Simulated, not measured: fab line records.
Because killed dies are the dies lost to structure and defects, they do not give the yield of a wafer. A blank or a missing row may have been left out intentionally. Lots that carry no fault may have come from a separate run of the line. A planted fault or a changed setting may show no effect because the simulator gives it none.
Chamber matching -- flow n5_finfet -- ald_sin-03 running N5_BEOL_M1_ALD_98: 4 sister chambers
The step deposits SiO2, target thk 2.5 nm, pulse time 1 s, co reactant pulse time 1 s. 4 wafers are shown with their chamber, then 7 later ones without.

EACH WAFER AND ITS CHAMBER
wafer,chamber,heater_power_w (W)
L082.4,2,63
L085.4,0,85
L093.2,3,76
L093.3,1,66

WAFERS WITHOUT THEIR CHAMBER
wafer,heater_power_w (W)
L093.6,62
L086.3,61
L086.4,68
L086.5,63
L096.1,75
L096.4,69
L096.5,75

THE CHAMBER EACH PASSED THROUGH
wafer,from the rows above,in truth
L093.6,can't be placed: 2 or 1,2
L086.3,can't be placed: 2 or 1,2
L086.4,can't be placed: 1 or 2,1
L086.5,can't be placed: 2 or 1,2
L096.1,3,3
L096.4,can't be placed: 1 or 2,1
L096.5,3,3
Placed correctly: 2 of 7. Can't be placed from these rows: 5 (the true chamber is among the candidates in 5). Wrongly placed: 0.
How it was worked out, from the rows above alone: a wafer's distance from a chamber is the root of the sum, over the readings, of the square of ((its reading less the chamber's mean) divided by the reading's scatter). If the next closest chamber is less than 2 further off than the closest, the wafer can't be placed; otherwise it belongs to the closest. The mean given for a chamber averages the wafers shown for that chamber. The scatter: with one shown wafer a chamber, the root of the mean of the squares of how far each hidden wafer lies from its nearest shown one.
